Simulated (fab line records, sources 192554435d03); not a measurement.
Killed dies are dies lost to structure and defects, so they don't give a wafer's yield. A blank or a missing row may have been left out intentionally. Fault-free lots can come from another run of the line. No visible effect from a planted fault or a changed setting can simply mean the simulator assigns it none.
Matching of chambers    flow n5_finfet    N5_BEOL_M11_CURE_71 on uv_cure-03: 3 sister chambers
The step cures SiCOH lowk, time 240 s. 30 wafers are shown with their chamber, then 12 later ones without.

WAFERS PAIRED WITH THEIR CHAMBERS
wafer   chamber  wafer_temp_C_max  lamp_power_pct (%)
L074.3  0        386.7             52.34
L074.4  0        387.0             52.28
L074.6  0        387.2             52.39
L075.1  2        387.6             52.32
L075.3  2        386.6             52.34
L075.5  2        387.7             52.28
L076.3  0        387.3             52.29
L076.5  0        387.8             52.38
L076.6  0        386.6             52.27
L077.1  0        388.5             52.40
L077.2  0        387.6             52.28
L077.6  0        387.9             52.30
L080.1  1        387.1             52.30
L080.2  1        386.7             52.38
L080.3  1        386.9             52.27
L084.1  2        387.9             52.24
L084.4  2        388.4             52.38
L084.6  2        387.3             52.26
L079.2  1        387.0             52.28
L079.3  1        386.6             52.13
L079.6  1        386.7             52.31
L087.1  2        387.2             52.41
L087.4  2        387.5             52.34
L087.5  2        388.1             52.33
L086.1  0        388.2             52.35
L086.2  0        387.3             52.35
L086.3  0        387.4             52.32
L088.1  1        387.5             52.27
L088.3  1        387.1             52.35
L088.6  1        387.4             52.40

SIGNATURES, as means of the wafers listed above
reading           chamber 0  chamber 1  chamber 2  scatter within a chamber
wafer_temp_C_max  387.458    387.000    387.589    0.496
lamp_power_pct    52.3292    52.2989    52.3222    0.06
Rule: a wafer lies at a distance from a chamber equal to the root of the sum of squares, over the readings, of (its reading less the chamber's mean, divided by the reading's scatter). If the next closest chamber is less than 2 further off than the closest, the wafer can't be placed; otherwise it belongs to the closest. The scatter: the root of (the sum of the squares of (reading less its chamber's mean) over the shown wafers, divided by (wafers less chambers)).

WAFERS WHOSE CHAMBER IS MISSING
wafer   wafer_temp_C_max  lamp_power_pct (%)
L090.2  387.6             52.29
L090.4  386.8             52.19
L090.6  387.3             52.34
L096.1  387.1             52.41
L096.3  387.7             52.40
L096.5  388.0             52.38
L096.2  387.3             52.29
L096.4  387.8             52.30
L096.6  387.5             52.24
L095.2  387.2             52.31
L095.3  387.1             52.35
L095.5  388.2             52.34

EACH ONE'S CHAMBER
wafer   from the rows above           in truth
L090.2  can't be placed: 2 or 0 or 1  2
L090.4  can't be placed: 1 or 0 or 2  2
L090.6  can't be placed: 0 or 2 or 1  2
L096.1  can't be placed: 0 or 2 or 1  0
L096.3  can't be placed: 0 or 2 or 1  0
L096.5  can't be placed: 2 or 0 or 1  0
L096.2  can't be placed: 1 or 0 or 2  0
L096.4  can't be placed: 2 or 0 or 1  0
L096.6  can't be placed: 2 or 1 or 0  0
L095.2  can't be placed: 1 or 0 or 2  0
L095.3  can't be placed: 0 or 1 or 2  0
L095.5  can't be placed: 2 or 0 or 1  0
Correct placement for 0 of the 12. Can't be placed from these rows: 12 (the true chamber is among the candidates in 12). 0 placed wrongly.
